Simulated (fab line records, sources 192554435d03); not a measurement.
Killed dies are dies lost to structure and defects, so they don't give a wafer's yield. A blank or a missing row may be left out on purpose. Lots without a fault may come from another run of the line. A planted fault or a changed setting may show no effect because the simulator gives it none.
Problem report in the 8D (eight disciplines) form, filled by code | flow n5_finfet | the parts of the form that need people (team, actions taken, sign-off) are left out

1. THE PROBLEM
barrier_field_endpoint_s at N5_BEOL_M1_CMP_52 reads a mean of 32.8 s on 6 wafers of 2 lots; wafers without a fault read 24.7 s with a standard deviation of 0.63. That is +13 standard deviations from the usual mean.
The step: polishes, stops on SiOC, t overpolish 6.8 s, target thk 40 nm.
First seen on wafer L623.1, day 11 10:53, on cmp-03. The record holds 12 wafers of 4 lots with a number at this step. Rule for "out", or "out of limits": more than 4 standard deviations from the usual mean. The other wafers with a number count as sound.

2. WHAT IT IS AND WHAT IT IS NOT
question                    | is                       | is not
which readings at this step | barrier_field_endpoint_s | motor_current_A
which lots                  | L622, L623               | L610, L627
which wafers of those lots  | all that have a number   | -
read on which tools         | cmp-02, cmp-03           | cmp-04
when                        | from day 11 10:53        | up to then (3 sound wafers); but 3 sound wafers of L627 came after

3. SUSPECTS, AND WHAT RULES EACH OUT
Counting: a tool at a process step up to the reading stays a suspect if it ran every lot that is out and no sound lot after the first of them.
- wet_bench-03 at N5_BEOL_M1_HM_STRIP_39 (strips TiN in peroxide tin strip, target depth 25 nm, time 158 s): kept. It ran every lot that is out, first L623 (day 11 07:22), and no sound lot after that; its last sound lot up to then is L610 (day 7 21:37).
- wet_bench-03 at N5_BEOL_M1_PRECLEAN_42 (cleans in residue remover, time 60 s): kept. It ran every lot that is out, first L623 (day 11 07:26), and no sound lot after that; its last sound lot up to then is L610 (day 7 21:41).
Left after counting: wet_bench-03 at N5_BEOL_M1_HM_STRIP_39, wet_bench-03 at N5_BEOL_M1_PRECLEAN_42.

4. THE CAUSE (what the simulator had put in)
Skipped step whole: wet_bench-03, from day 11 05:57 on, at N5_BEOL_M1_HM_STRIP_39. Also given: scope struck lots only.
Counting left 2 suspects, and this tool is among them.

5. THE CHAIN OF EFFECTS, in route order
Each row: a reading whose mean over the struck wafers that have a number lies more than 3 standard deviations from the usual. Only readings for which the record gives a usual standard deviation are gone through. hours: the time from each lot's start at the first step in this table that gives one to its start at this step, as a median over the lots. sigmas: the change in usual standard deviations.
hours | step                    | reading                  | usual  | on struck wafers | change | sigmas
0     | N5_BEOL_M1_CMP_52       | barrier_field_endpoint_s | 24.7 s | 32.8             | +8.1   | +13
198   | N5_PASSIVATION_PROBE_49 | killed_at_M0_to_M3       | 36     | 74               | +38    | +3.5
The process steps in it:
- N5_BEOL_M1_CMP_52: polishes, stops on SiOC, t overpolish 6.8 s, target thk 40 nm.
- N5_PASSIVATION_PROBE_49
Readings that are blank on the struck wafers while sound wafers have them: bath_guard_temp_C at N5_BEOL_M1_HM_STRIP_39; bath_heat_duty_pct at N5_BEOL_M1_HM_STRIP_39.
Later measuring or inspecting steps at which every struck wafer that the step has a row for has a number for every such reading, and none has moved that far: N5_BEOL_M4_RC_MEAS_101.

6. WHAT WOULD HAVE CAUGHT IT SOONER
In this record the first reading out of limits was taken at day 11 10:53, 5 hours after the fault began at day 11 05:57.
At N5_BEOL_M1_HM_STRIP_39 the tool's readings are blank on the struck wafers, where sound wafers have them: an empty tool record is the first sign, and it was there at once.
All the lots that are out (2) had begun N5_BEOL_M1_HM_STRIP_39 on wet_bench-03 by day 11 10:53. A hold on the tool at that time would have spared none of them.
